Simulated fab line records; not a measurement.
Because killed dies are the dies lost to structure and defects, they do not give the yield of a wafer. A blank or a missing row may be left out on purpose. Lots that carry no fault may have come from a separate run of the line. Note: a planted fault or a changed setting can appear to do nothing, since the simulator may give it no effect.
What tool caused it? -- flow n5_finfet -- 8 lots with 24 wafers sampled at 8 steps, on a route of 1938 steps

== WHAT THE GAUGES SHOWED, per wafer ==
N5_PMOS_HMC_CHANNEL_EPI_INSPECT_30: inspects for defects (darkfield). Usual: raw_defect_count reads 19 (standard deviation 6.1).
lot,measured,on,raw_defect_count,flag
L190,day 1 20:20,defect_inspect-02,25 20 19,
L191,day 2 01:47,defect_inspect-02,19 15 26,
L196,day 3 08:37,defect_inspect-01,25 946 16,OFF
L202,day 4 20:30,defect_inspect-02,12 13 19,
L210,day 6 22:30,defect_inspect-02,17 17 14,
L211,day 7 03:29,defect_inspect-01,10 15 30,
L212,day 7 09:23,defect_inspect-02,28 16 18,
L213,day 7 14:49,defect_inspect-02,11 21 15,

N5_FIN_SAQP_THK_MEAS_07. Usual: thk_nm reads 59.9 nm (standard deviation 0.86).
lot,measured,on,thk_nm (nm),flag
L190,day 1 21:10,film_metro-02,59.3 60.7 62.0,
L191,day 2 02:37,film_metro-01,60.5 61.6 60.4,
L196,day 3 09:29,film_metro-02,60.7 59.5 60.9,
L202,day 4 21:33,film_metro-02,58.7 60.0 60.9,
L210,day 6 23:20,film_metro-02,58.9 59.7 59.8,
L211,day 7 05:13,film_metro-02,58.4 60.1 59.3,
L212,day 7 10:42,film_metro-01,59.2 58.5 61.4,
L213,day 7 15:43,film_metro-02,59.1 58.7 59.6,

N5_FIN_SAQP_INSPECT_18: inspects for defects (brightfield). Usual: raw_defect_count reads 434 (standard deviation 130).
lot,measured,on,raw_defect_count,flag
L190,day 1 21:43,defect_inspect-01,411 280 324,
L191,day 2 03:12,defect_inspect-01,475 357 683,
L196,day 3 10:02,defect_inspect-02,434 1367 440,
L202,day 4 21:58,defect_inspect-02,293 338 262,
L210,day 6 23:53,defect_inspect-01,765 561 652,
L211,day 7 05:38,defect_inspect-02,483 702 521,
L212,day 7 11:07,defect_inspect-02,555 429 418,
L213,day 7 16:08,defect_inspect-02,317 346 553,

N5_FIN_SAQP_INSPECT_40: inspects for defects (brightfield). Usual: raw_defect_count reads 213 (standard deviation 60).
lot,measured,on,raw_defect_count,flag
L190,day 2 01:58,defect_inspect-01,187 206 156,
L191,day 2 07:28,defect_inspect-01,257 170 170,
L196,day 3 15:43,defect_inspect-01,177 1169 245,OFF
L202,day 5 03:03,defect_inspect-02,138 188 150,
L210,day 7 05:11,defect_inspect-02,231 223 306,
L211,day 7 10:53,defect_inspect-02,113 174 200,
L212,day 7 15:53,defect_inspect-02,223 367 258,
L213,day 7 22:03,defect_inspect-02,232 195 212,

N5_BEOL_M4_RC_MEAS_101. Usual: DIBL_N 37.5 mV/V, standard deviation 2.5; DIBL_P 38 mV/V, standard deviation 3.1; IOFF_N 0.19 nA/um, standard deviation 0.059; IOFF_P 0.24 nA/um, standard deviation 0.061; ION_N 679 uA/um, standard deviation 16; ION_P 465 uA/um, standard deviation 9.8; SS_N 72.0 mV/dec, standard deviation 0.8; SS_P 73.7 mV/dec, standard deviation 0.86; VT_N 248 mV, standard deviation 4.5; VT_P -249 mV, standard deviation 3.5.
lot,measured,on,DIBL_N (mV/V),DIBL_P (mV/V),IOFF_N (nA/um),IOFF_P (nA/um),ION_N (uA/um),ION_P (uA/um),SS_N (mV/dec),SS_P (mV/dec),VT_N (mV),VT_P (mV),flag
L190,day 7 19:21,prober-02,34.1 37.8 39.7,36 37 40,0.12 0.18 0.23,0.20 0.22 0.27,659 678 679,459 466 459,70.6 72.3 72.7,72.8 73.5 74.2,254 251 248,-249 -250 -245,
L191,day 8 02:04,prober-02,37.3 37.3 37.4,38 40 38,0.18 0.19 0.18,0.23 0.27 0.22,677 675 676,459 465 460,72.0 72.5 72.6,73.5 74.2 73.8,250 248 255,-250 -248 -252,
L196,day 9 23:35,prober-01,33.7 37.1 41.1,34 39 44,0.12 0.18 0.31,0.17 0.23 0.34,662 677 705,453 464 477,71.2 71.8 73.1,72.9 73.8 75.8,255 249 244,-252 -246 -245,
L202,day 11 13:14,prober-02,35.6 34.5 37.2,35 34 38,0.15 0.14 0.18,0.17 0.17 0.22,660 672 678,448 453 450,71.4 71.0 71.9,73.2 72.5 73.9,250 248 246,-255 -255 -250,
L210,day 13 22:40,prober-02,40.5 38.6 39.9,38 36 38,0.23 0.17 0.21,0.26 0.22 0.25,684 662 687,465 460 466,72.7 73.0 71.8,73.8 73.4 74.0,246 250 250,-249 -249 -248,
L211,day 13 22:26,prober-01,38.6 39.0 39.9,42 39 41,0.21 0.20 0.23,0.29 0.23 0.26,685 676 687,475 455 466,72.0 71.8 72.2,74.4 74.7 74.6,247 247 245,-249 -251 -249,
L212,day 14 00:07,prober-02,37.5 34.7 37.5,39 35 40,0.18 0.13 0.19,0.22 0.17 0.26,679 673 677,466 459 463,72.5 71.5 72.1,73.7 73.4 74.5,251 254 248,-252 -252 -249,
L213,day 14 05:08,prober-02,36.5 36.5 36.0,37 39 37,0.18 0.19 0.15,0.22 0.27 0.20,681 690 677,462 476 461,72.6 72.7 72.3,73.0 74.0 73.7,250 247 253,-249 -247 -253,

== EACH LOT AND THE TOOL THAT RAN IT (in order: tool; ch and the chambers of the sampled wafers; start) ==
lot,N5_PMOS_HMC_CHANNEL_EPI_DESCUM_14,N5_PMOS_HMC_CHANNEL_EPI_HM_OPEN_15,N5_PMOS_HMC_CHANNEL_EPI_PRECLEAN_40
L190,"rie_diel-04 ch 1,2,3, day 1 17:26","rie_diel-04 ch 1,2,3, day 1 17:31","wet_bench-03 ch 1,3,4, day 1 19:53"
L191,"rie_diel-06 ch 0,1,2, day 1 23:02","rie_diel-06 ch 0,1,2, day 1 23:07","wet_bench-04 ch 2,5,7, day 2 01:20"
L196,"rie_diel-02 ch 0,1, day 3 05:53","rie_diel-02 ch 0,1, day 3 05:57","wet_bench-04 ch 4,5,7, day 3 08:10"
L202,"rie_diel-04 ch 1,2,3, day 4 17:40","rie_diel-04 ch 1,2,3, day 4 17:44","wet_bench-02 ch 2,4,6, day 4 19:57"
L210,"rie_diel-02 ch 0,1,3, day 6 19:19","rie_diel-02 ch 0,1,3, day 6 19:23","wet_bench-04 ch 0,5,7, day 6 22:00"
L211,"rie_diel-06 ch 1,2, day 7 00:04","rie_diel-06 ch 1,2, day 7 00:08","wet_bench-04 ch 4,6,7, day 7 02:45"
L212,"rie_diel-04 ch 0,1,2, day 7 05:29","rie_diel-04 ch 0,1,2, day 7 05:33","wet_bench-03 ch 3,4,5, day 7 08:56"
L213,"rie_diel-04 ch 0,2,3, day 7 12:05","rie_diel-04 ch 0,2,3, day 7 12:10","wet_bench-02 ch 0,6,7, day 7 14:22"
- N5_PMOS_HMC_CHANNEL_EPI_DESCUM_14: chemistry O2, time 7.9 s.
- N5_PMOS_HMC_CHANNEL_EPI_HM_OPEN_15: chemistry CHF3/O2, target SiO2, target depth 40.6 nm, time 20.3 s.
- N5_PMOS_HMC_CHANNEL_EPI_PRECLEAN_40: cleans in DHF, time 30 s.

== WHAT THE TOOLS THEMSELVES READ (means of the sampled wafers that have a number; where no wafer has one, the mark that the record gives instead) ==
N5_PMOS_HMC_CHANNEL_EPI_DESCUM_14. Usual: drypump_motor_current_A 5.5 A, standard deviation 0.38; oes_product_au 0.80 a.u., standard deviation 0.086; rf_vpp_V 243.3 V, standard deviation 1.2; showerhead_plenum_p_Torr 2.11 Torr, standard deviation 0.066; throttle_valve_pct 20.52 %, standard deviation 0.18.
lot,tool,drypump_motor_current_A (A),oes_product_au (a.u.),rf_vpp_V (V),showerhead_plenum_p_Torr (Torr),throttle_valve_pct (%),flag
L190,rie_diel-04,5.4,0.74,242.4,2.10,20.49,
L191,rie_diel-06,5.7,0.84,244.2,2.12,20.45,
L196,rie_diel-02,5.2,0.73,242.8,2.10,20.75,
L202,rie_diel-04,5.4,0.73,243.6,2.10,20.53,
L210,rie_diel-02,5.5,0.77,243.8,2.14,20.75,
L211,rie_diel-06,5.9,0.81,243.2,2.09,20.48,
L212,rie_diel-04,5.4,0.75,242.8,2.05,20.52,
L213,rie_diel-04,5.6,0.77,242.7,2.09,20.50,

N5_PMOS_HMC_CHANNEL_EPI_HM_OPEN_15. Usual: drypump_motor_current_A 5.5 A, standard deviation 0.37; mfc_ar_sccm 200.1 sccm, standard deviation 0.62; oes_product_au 0.80 a.u., standard deviation 0.09; rf_vpp_V 533 V, standard deviation 15; showerhead_plenum_p_Torr 2.42 Torr, standard deviation 0.073; throttle_valve_pct 18.93 %, standard deviation 0.18.
lot,tool,drypump_motor_current_A (A),mfc_ar_sccm (sccm),oes_product_au (a.u.),rf_vpp_V (V),showerhead_plenum_p_Torr (Torr),throttle_valve_pct (%),flag
L190,rie_diel-04,5.4,201.0,0.74,529,2.41,18.93,
L191,rie_diel-06,5.7,200.2,0.85,526,2.44,18.87,
L196,rie_diel-02,5.2,199.5,0.72,545,2.42,19.15,
L202,rie_diel-04,5.4,200.2,0.73,528,2.40,18.96,
L210,rie_diel-02,5.5,200.0,0.77,540,2.44,19.08,
L211,rie_diel-06,5.9,199.5,0.82,531,2.38,18.84,
L212,rie_diel-04,5.5,200.1,0.76,536,2.35,18.91,
L213,rie_diel-04,5.6,200.1,0.78,524,2.39,18.88,

== THE ANSWER, worked out from the rows above alone ==
Rule: lot off if the mean of its wafers having a number is beyond 3 standard deviations from the usual mean. A lot without any number at a reading at which 4 lots or more have one is off too. The other lots that the step has rows for count as sound. First the gauges in route order, then the tools' own readings, where a lot's mean is used as printed above. The first step at which some lot is off is used, and at that step the reading that is off furthest; a lot without a number counts as furthest.
Off at N5_PMOS_HMC_CHANNEL_EPI_INSPECT_30 (raw_defect_count): L196.
A tool fits if, at a process step before that reading, it ran every lot that is off, and no sound lot after the first of them. Those tools and the gauges at N5_PMOS_HMC_CHANNEL_EPI_INSPECT_30 are tried in the same way. None of those tried fits.

== WHAT THE SIMULATOR HAD PUT IN ==
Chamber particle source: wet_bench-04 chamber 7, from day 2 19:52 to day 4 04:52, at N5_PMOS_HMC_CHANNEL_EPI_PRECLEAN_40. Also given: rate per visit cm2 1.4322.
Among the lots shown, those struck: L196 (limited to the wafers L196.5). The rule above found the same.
